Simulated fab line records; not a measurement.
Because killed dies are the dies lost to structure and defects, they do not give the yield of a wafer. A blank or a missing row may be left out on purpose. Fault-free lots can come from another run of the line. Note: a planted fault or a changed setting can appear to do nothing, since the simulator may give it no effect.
fab line records	flow n5Finfet
record lots=11	wafers=33	lastDay=17
route steps=1938 shown BEOL_M7@1276 PASSIVATION@1936
lots that met no fault: taken from a fault-free run of the same line
startH: hours from the record's first day to the start of the lot's first wafer shown	waitH: time in hours since the lot's previous step	" same as the row above	L1.1+2: a single row standing in for several wafers	- value missing, or start not given	* or withheld: withheld	< > ~ a bound
route shown NAME@n: NAME is a module with steps in the file, n the number in the route of the first one	usual: mean/standard deviation taken from wafers without a fault	same: alike in all rows	chamber/n: place in a boat	sites: readings site by site	_std_site: the standard deviation of these	_edge_site: outer sites' mean less inner sites'	radiusMm: how far each site lies from the wafer's centre	mask NAME#n: copy n	behind: tool/chamber where the wafer was last shaped	hold: why the lot was held/for how many hours/how that ended	device: names the non-switching transistor (n, p or np)	end of line: tests run on the same wafers once the route is complete	where a step has no rows: the recipe by itself	killed: not the wafer's yield, but the dies lost to structure and defects at the first sort	map: per-die view of a wafer (x killed, . not killed, _ where there is no die)
set.NAME: the setting that was run; set.NAME@STEP: the one run at that earlier step	model.NAME: the simulator's own value behind a step, which no gauge read
one table for each step of the route and one row for each wafer, over a sample of lots
services: from which hour (startH, from the record's first day; less than 0 if before it) a tool's chamber was out of use, for how many hours, and why
## steps
# step N5_BEOL_M7_CD_MEAS_11
# recipe targetCdNm=38.5	landingEnergyEv=500	detector=seInlens	polarity=opening
# usual cdNm=38.1/0.64
lot.wafer	tool	chamber	startH	waitH	cdNm
L815.1	cdSem-02	0	196.72	-	37.9
L815.4	"	0	"	"	37.0
L815.6	"	0	"	"	37.9
L817.1	cdSem-01	0	228.48	-	38.1
L817.3	"	0	"	"	38.6
L817.6	"	0	"	"	37.9
L819.2	cdSem-03	0	232.91	-	38.2
L819.3	"	0	"	"	37.5
L819.5	"	0	"	"	38.3
L822.1	cdSem-01	0	235.21	-	38.8
L822.2	"	0	"	"	39.0
L822.4	"	0	"	"	37.5
L820.1	cdSem-01	0	238.93	-	37.1
L820.5	"	0	"	"	37.9
L820.6	"	0	"	"	37.8
L823.2	cdSem-02	0	247.57	-	37.6
L823.3	"	0	"	"	36.9
L823.4	"	0	"	"	38.2
L824.1	cdSem-02	0	249.73	-	37.1
L824.5	"	0	"	"	37.5
L824.6	"	0	"	"	37.9
L829.1	cdSem-01	0	290.56	-	38.6
L829.4	"	0	"	"	38.9
L829.5	"	0	"	"	38.6
L830.1	cdSem-02	0	297.23	-	38.7
L830.4	"	0	"	"	38.2
L830.6	"	0	"	"	37.9
L834.3	cdSem-01	0	307.74	-	37.2
L834.5	"	0	"	"	37.4
L834.6	"	0	"	"	38.9
L835.2	cdSem-02	0	313.98	-	38.6
L835.3	"	0	"	"	37.8
L835.6	"	0	"	"	38.5
# step N5_BEOL_M7_INSPECT_13
# recipe mode=adi	inspectInstrument=brightfield
# usual rawDefectCount=434/81
lot.wafer	tool	chamber	startH	waitH	rawDefectCount
L815.1	defectInspect-01	-	196.77	0.0	402
L815.4	"	-	"	"	581
L815.6	"	-	"	"	478
L817.1	defectInspect-01	-	228.54	0.0	570
L817.3	"	-	"	"	453
L817.6	"	-	"	"	487
L819.2	defectInspect-01	-	232.96	0.0	323
L819.3	"	-	"	"	374
L819.5	"	-	"	"	348
L822.1	defectInspect-01	-	235.26	0.0	438
L822.2	"	-	"	"	527
L822.4	"	-	"	"	405
L820.1	defectInspect-01	-	238.99	0.0	461
L820.5	"	-	"	"	377
L820.6	"	-	"	"	524
L823.2	defectInspect-01	-	247.62	0.0	447
L823.3	"	-	"	"	408
L823.4	"	-	"	"	404
L824.1	defectInspect-01	-	249.78	0.0	309
L824.5	"	-	"	"	389
L824.6	"	-	"	"	414
L829.1	defectInspect-02	-	290.62	0.0	301
L829.4	"	-	"	"	508
L829.5	"	-	"	"	469
L830.1	defectInspect-02	-	297.28	0.0	417
L830.4	"	-	"	"	492
L830.6	"	-	"	"	382
L834.3	defectInspect-02	-	307.79	0.0	375
L834.5	"	-	"	"	495
L834.6	"	-	"	"	365
L835.2	defectInspect-02	-	314.04	0.0	358
L835.3	"	-	"	"	475
L835.6	"	-	"	"	444
# step N5_BEOL_M7_EXPOSE_25
# recipe maskId=V6	na=0.33	sourceShape=annular	sigmaInner=0.4	sigmaOuter=0.8	polarization=unpolarized	targetCdNm=40	doseMj=42.5
# usual exposureDoseMJCm2=42.59/0.15	focusOffsetNm=0.0/0.47
lot.wafer	tool	chamber	startH	waitH	mask	exposureDoseMJCm2	focusOffsetNm
L815.1	euvScanner-02	0	199.29	-	V6#0	42.64	0.2
L815.4	"	0	"	"	V6#0	42.69	-0.6
L815.6	"	0	"	"	V6#0	42.68	0.4
L817.1	euvScanner-02	0	233.78	-	V6#0	42.65	0.3
L817.3	"	0	"	"	V6#0	42.72	-0.1
L817.6	"	0	"	"	V6#0	42.64	0.5
L819.2	euvScanner-02	0	233.83	-	V6#0	42.76	0.3
L819.3	"	0	"	"	V6#0	42.71	-0.5
L819.5	"	0	"	"	V6#0	42.75	-0.2
L822.1	euvScanner-02	0	237.61	-	V6#0	42.72	0.5
L822.2	"	0	"	"	V6#0	42.71	0.4
L822.4	"	0	"	"	V6#0	42.70	-0.1
L820.1	euvScanner-01	0	243.44	-	V6#0	42.38	0.0
L820.5	"	0	"	"	V6#0	42.37	0.2
L820.6	"	0	"	"	V6#0	42.38	0.2
L823.2	euvScanner-02	0	248.41	-	V6#0	42.72	-0.2
L823.3	"	0	"	"	V6#0	42.65	-0.5
L823.4	"	0	"	"	V6#0	42.73	0.0
L824.1	euvScanner-01	0	253.45	-	V6#0	42.33	0.3
L824.5	"	0	"	"	V6#0	42.37	0.1
L824.6	"	0	"	"	V6#0	42.37	-0.1
L829.1	euvScanner-01	0	291.93	-	V6#0	42.40	-0.3
L829.4	"	0	"	"	V6#0	42.40	-0.2
L829.5	"	0	"	"	V6#0	42.34	-0.1
L830.1	euvScanner-02	0	300.68	-	V6#0	42.67	0.0
L830.4	"	0	"	"	V6#0	42.70	-0.2
L830.6	"	0	"	"	V6#0	42.70	-0.2
L834.3	euvScanner-01	0	309.04	-	V6#0	39.58	0.3
L834.5	"	0	"	"	V6#0	39.56	-0.6
L834.6	"	0	"	"	V6#0	39.55	1.1
L835.2	euvScanner-01	0	315.18	-	V6#0	40.13	-0.7
L835.3	"	0	"	"	V6#0	40.14	0.0
L835.6	"	0	"	"	V6#0	40.15	-0.5
# step N5_BEOL_M7_CD_MEAS_28
# recipe targetCdNm=40	landingEnergyEv=500	detector=seInlens
# usual cdNm=39.94/0.26
lot.wafer	tool	chamber	startH	waitH	cdNm
L815.1	cdSem-03	0	199.42	-	39.50
L815.4	"	0	"	"	39.31
L815.6	"	0	"	"	39.47
L817.1	cdSem-02	0	233.91	-	39.92
L817.3	"	0	"	"	40.28
L817.6	"	0	"	"	39.70
L819.2	cdSem-01	0	233.95	-	39.53
L819.3	"	0	"	"	39.92
L819.5	"	0	"	"	40.31
L822.1	cdSem-01	0	237.74	-	40.21
L822.2	"	0	"	"	40.02
L822.4	"	0	"	"	39.52
L820.1	cdSem-03	0	243.57	-	40.04
L820.5	"	0	"	"	39.96
L820.6	"	0	"	"	40.30
L823.2	cdSem-03	0	248.54	-	39.91
L823.3	"	0	"	"	40.07
L823.4	"	0	"	"	39.81
L824.1	cdSem-02	0	253.59	-	40.05
L824.5	"	0	"	"	39.86
L824.6	"	0	"	"	39.96
L829.1	cdSem-03	0	292.06	-	39.94
L829.4	"	0	"	"	39.76
L829.5	"	0	"	"	39.88
L830.1	cdSem-03	0	300.81	-	40.01
L830.4	"	0	"	"	39.65
L830.6	"	0	"	"	40.30
L834.3	cdSem-01	0	309.16	-	38.48
L834.5	"	0	"	"	38.40
L834.6	"	0	"	"	38.69
L835.2	cdSem-01	0	315.31	-	38.74
L835.3	"	0	"	"	39.08
L835.6	"	0	"	"	38.78
# step N5_BEOL_M7_ETCH_66
# recipe chemistry=N2/H2	target=SOC	targetDepthA=800	overetchA=160	maskMaterial=SiARC	tempC=40	timeS=120	ionEnergyEv=200	pressureMtorr=30	sourceW=840	biasW=150	n2FlowSccm=200	h2FlowSccm=200
# usual drypumpMotorCurrentA=5.8/0.49	oesProductAu=0.61/0.053	rfVppV=523.8/2.2	showerheadPlenumPTorr=2.53/0.074	throttleValvePct=17.70/0.27
lot.wafer	tool	chamber	startH	waitH	drypumpMotorCurrentA	oesProductAu	rfHoursCounterH	rfVppV	showerheadPlenumPTorr	throttleValvePct
L815.1	rieDiel-01	3	199.63	0.0	6.0	0.66	56	526.9	2.57	17.66
L815.4	"	1	"	"	5.4	0.66	39	521.8	2.48	17.25
L815.6	"	2	"	"	5.3	0.69	-	521.1	2.45	17.27
L817.1	rieDiel-05	0	234.11	0.0	5.2	0.54	197	519.5	2.44	17.90
L817.3	"	3	"	"	5.8	0.55	211	527.9	2.63	18.18
L817.6	"	0	"	"	5.1	0.55	-	520.5	2.44	17.90
L819.2	rieDiel-01	0	234.15	0.0	5.5	0.66	42	522.6	2.46	17.56
L819.3	"	3	"	"	6.0	0.64	67	523.0	2.57	17.70
L819.5	"	3	"	"	6.0	0.64	-	525.5	2.57	17.68
L822.1	rieDiel-01	0	238.15	0.0	5.5	0.66	44	522.9	2.46	17.57
L822.2	"	2	"	"	5.3	0.67	38	521.1	2.44	17.29
L822.4	"	1	"	"	5.4	0.64	51	522.6	2.48	17.28
L820.1	rieDiel-03	1	243.77	0.0	6.6	0.57	176	522.8	2.51	17.78
L820.5	"	3	"	"	6.5	0.66	-	528.7	2.69	17.63
L820.6	"	2	"	"	5.8	0.58	-	524.1	2.56	17.64
L823.2	rieDiel-01	1	248.74	0.0	5.4	0.64	54	522.3	2.47	17.27
L823.3	"	2	"	"	5.3	0.68	41	520.9	2.44	17.30
L823.4	"	3	"	"	6.1	0.63	71	524.2	2.57	17.71
L824.1	rieDiel-03	0	253.79	0.0	6.1	0.62	83	525.7	2.57	18.04
L824.5	"	0	"	"	6.0	0.62	-	524.9	2.57	18.04
L824.6	"	1	"	"	6.6	0.57	-	525.5	2.51	17.79
L829.1	rieDiel-05	1	292.26	0.0	6.0	0.73	14	526.1	2.59	17.22
L829.4	"	0	"	"	5.1	0.54	216	521.1	2.43	17.91
L829.5	"	2	"	"	5.0	0.62	-	521.8	2.44	17.77
L830.1	rieDiel-05	0	301.01	0.0	5.1	0.54	219	520.3	2.43	17.93
L830.4	"	2	"	"	5.1	0.63	104	521.9	2.44	17.75
L830.6	"	0	"	"	5.1	0.54	-	519.4	2.43	17.94
L834.3	rieDiel-03	1	309.38	0.0	6.6	0.56	197	523.5	2.51	17.82
L834.5	"	1	"	"	6.6	0.56	-	523.7	2.51	17.83
L834.6	"	2	"	"	5.8	0.57	-	523.6	2.55	17.69
L835.2	rieDiel-03	0	315.51	0.0	6.1	0.60	103	524.4	2.56	18.08
L835.3	"	3	"	"	6.5	0.64	71	528.4	2.68	17.66
L835.6	"	3	"	"	6.5	0.64	-	526.8	2.68	17.69
# step N5_PASSIVATION_PROBE_49
# usual defectLimitedYield=91.5/1.4	killed_at_M0_to_M3=32/11	killed_at_M4_up=12/4.4	killedAtContacts=13/6.1	killedAtFrontEnd=39/12	killedAtOther=3.9/3	killedDies=100/17	killedOpen=66/12	killedShort=33/7.4	sort_bin_4_leakage=0.03/0.14	sort_bin_5_function=5.0/0.95	sort_bin_6_memory=3.2/0.66	sort_bin_8_speed=0.0/0.33	sortNPass=1079/17	sortYieldPct=91.4/1.5
# same grossDies=1180	killedAtBackSide=0
lot.wafer	tool	chamber	startH	waitH	defectLimitedYield[%]	killed_at_M0_to_M3	killed_at_M4_up	killedAtContacts	killedAtFrontEnd	killedAtOther	killedDies	killedOpen	killedShort	sort_bin_4_leakage[%]	sort_bin_5_function[%]	sort_bin_6_memory[%]	sort_bin_8_speed[%]	sortNPass	sortYieldPct[%]
L817.1	prober-01	-	308.97	0.0	92.4	31	21	4	30	4	90	60	30	0	4.7	2.8	0	1090	92.4
L817.3	prober-01	-	309.07	0.1	91.3	26	12	14	44	7	103	67	33	0	5.0	3.6	0	1077	91.3
L817.6	prober-01	-	309.22	0.3	92.0	28	17	16	33	0	94	67	27	0	4.5	2.8	0	1086	92.0
L829.1	prober-02	-	369.75	0.0	92.4	27	11	14	37	1	90	55	33	0	4.7	2.4	0	1090	92.4
L829.4	prober-02	-	369.90	0.2	89.0	49	14	22	44	1	130	88	39	0	6.1	4.5	0	1050	89.0
L829.5	prober-02	-	369.95	0.2	91.4	43	13	18	25	2	101	69	31	0	4.7	3.4	0	1079	91.4
L834.3	prober-02	-	394.13	0.1	92.4	29	10	4	42	5	90	62	23	0	4.2	2.9	0	1090	92.4
L834.5	prober-02	-	394.23	0.2	90.8	45	14	1	43	6	109	71	38	0	4.8	4.1	0	1071	90.8
L834.6	prober-02	-	394.28	0.3	92.1	38	10	10	34	1	93	60	32	0	5.1	2.5	0	1087	92.1
L835.3	prober-02	-	396.82	0.1	93.8	23	14	15	17	4	73	47	24	0	3.8	2.3	0	1107	93.8
# killed by level:class
L817.1 BEOL_M4:geometricParticle:open=10 BEOL_M2:geometricParticle:open=9 GATE_CUT:geometricParticle:short=8 BEOL_M0_SAQP:geometricParticle:short=6 FIN_SAQP:geometricParticle:open=5 BEOL_M1:geometricParticle:open=5 ILD0:geometricParticle:short=4 BEOL_M0_SAQP:geometricParticle:open=4
L817.3 STI_FIN_REVEAL:geometricParticle:open=11 MOL_CONTACT_COAG:geometricParticle:open=11 BEOL_M1:geometricParticle:open=8 BEOL_M2:geometricParticle:open=7 FIN_SAQP:geometricParticle:short=5 DUMMY_GATE:geometricParticle:open=5 BEOL_M1:geometricParticle:short=5 ILD0:geometricParticle:open=4
L817.6 MOL_CONTACT_COAG:geometricParticle:open=13 BEOL_M1:geometricParticle:open=11 FIN_SAQP:geometricParticle:short=9 BEOL_M4:geometricParticle:open=6 FIN_SAQP:geometricParticle:open=5 STI_FIN_REVEAL:geometricParticle:open=5 BEOL_M0_SAQP:geometricParticle:open=5 BEOL_M2:geometricParticle:open=5
L829.1 STI_FIN_REVEAL:geometricParticle:open=14 MOL_CONTACT_COAG:geometricParticle:open=11 BEOL_M0_SAQP:geometricParticle:short=7 FIN_SAQP:geometricParticle:short=6 STARTING-WAFER:geometricParticle:open=6 BEOL_M2:geometricParticle:open=5 BEOL_M4:geometricParticle:open=5 BEOL_M1:geometricParticle:short=3
L829.4 MOL_CONTACT_COAG:geometricParticle:open=17 BEOL_M2:geometricParticle:open=17 FIN_SAQP:geometricParticle:short=11 FIN_SAQP:geometricParticle:open=10 BEOL_M0_SAQP:geometricParticle:short=9 BEOL_M4:geometricParticle:open=9 STI_FIN_REVEAL:geometricParticle:open=8 BEOL_M1:geometricParticle:open=6
L829.5 MOL_CONTACT_COAG:geometricParticle:open=15 BEOL_M3:geometricParticle:open=12 STI_FIN_REVEAL:geometricParticle:open=11 BEOL_M0_SAQP:geometricParticle:short=7 BEOL_M4:geometricParticle:open=5 BEOL_M3:geometricParticle:short=4 BEOL_M0_SAQP:geometricParticle:open=4 BEOL_M1:geometricParticle:open=4
L834.3 FIN_SAQP:geometricParticle:open=11 BEOL_M0_SAQP:geometricParticle:open=9 BEOL_M1:geometricParticle:open=6 BEOL_M2:geometricParticle:open=6 FIN_SAQP:geometricParticle:short=5 DUMMY_GATE:geometricParticle:open=5 STI_FIN_REVEAL:geometricParticle:open=3 GATE_CUT:geometricParticle:short=3
L834.5 BEOL_M2:geometricParticle:open=14 FIN_SAQP:geometricParticle:open=10 FIN_SAQP:geometricParticle:short=8 BEOL_M0_SAQP:geometricParticle:short=8 BEOL_M3:geometricParticle:open=8 STI_FIN_REVEAL:geometricParticle:open=6 BEOL_M4:geometricParticle:open=6 DUMMY_GATE:geometricParticle:open=4
L834.6 FIN_SAQP:geometricParticle:open=12 BEOL_M0_SAQP:geometricParticle:short=12 BEOL_M1:geometricParticle:open=9 MOL_CONTACT_COAG:geometricParticle:open=8 BEOL_M0_SAQP:geometricParticle:open=8 FIN_SAQP:geometricParticle:short=5 STI_FIN_REVEAL:geometricParticle:open=4 BEOL_M1:geometricParticle:short=4
L835.3 MOL_CONTACT_COAG:geometricParticle:open=12 BEOL_M0_SAQP:geometricParticle:open=6 BEOL_M4:geometricParticle:open=5 BEOL_M0_SAQP:geometricParticle:short=4 BEOL_M1:geometricParticle:short=4 STI_FIN_REVEAL:geometricParticle:open=3 DUMMY_GATE:geometricParticle:open=3 MOL_CONTACT_COAG:geometricParticle:short=3
## services
tool	chamber	startH	hours	kind
rieDiel-05	-	183.76	15.6	pm
euvScanner-02	-	192.84	4.6	pm
euvScanner-01	-	198.58	1.0	pm
rieDiel-05	0	200.72	8.9	repair
euvScanner-01	0	201.09	-	calibration
rieDiel-05	1	203.12	7.6	repair
rieDiel-05	1	211.16	-	clean
rieDiel-05	1	211.16	-	consumableReplace:focusRing
rieDiel-05	1	211.16	31.8	scheduledDown
rieDiel-05	1	211.16	31.8	ventCycle
euvScanner-02	-	213.76	1.0	pm
rieDiel-05	3	215.05	2.0	repair
euvScanner-02	0	226.92	-	calibration
euvScanner-01	-	231.02	12.0	pm
euvScanner-01	-	244.48	4.6	pm
euvScanner-01	-	254.73	1.0	pm
rieDiel-03	3	256.81	3.9	repair
euvScanner-02	-	269.91	1.0	pm
euvScanner-01	-	310.88	1.0	pm
## key
firstSign step=N5_BEOL_M7_EXPOSE_25	reading=exposureDoseMJCm2	direction=down	sigmas=18	usual=42.59	struck=39.85
effect step=N5_BEOL_M7_CD_MEAS_28	reading=cdNm	direction=down	sigmas=4.7	usual=39.94	struck=38.70	through=controlLoop
metAt N5_BEOL_M7_EXPOSE_25
struckLots L834,L835
loopTrim step=N5_BEOL_M7_EXPOSE_25	setting=dose	lots=L835
notActingAt N5_BEOL_M7_CD_MEAS_11,N5_BEOL_M7_INSPECT_13,N5_BEOL_M7_ETCH_66
onsetBetween 291.93 309.04
fault kind=processParameterDrift	tool=euvScanner-01	chamber=-	onsetH=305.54	steps=N5_BEOL_M7_EXPOSE_25	channel=doseMj	offset=-2.7853	shape=step	actsIn=theseRecipesOnly	stated=42.5
# loopTrim: a control loop set the setting to another value than it would have without faults
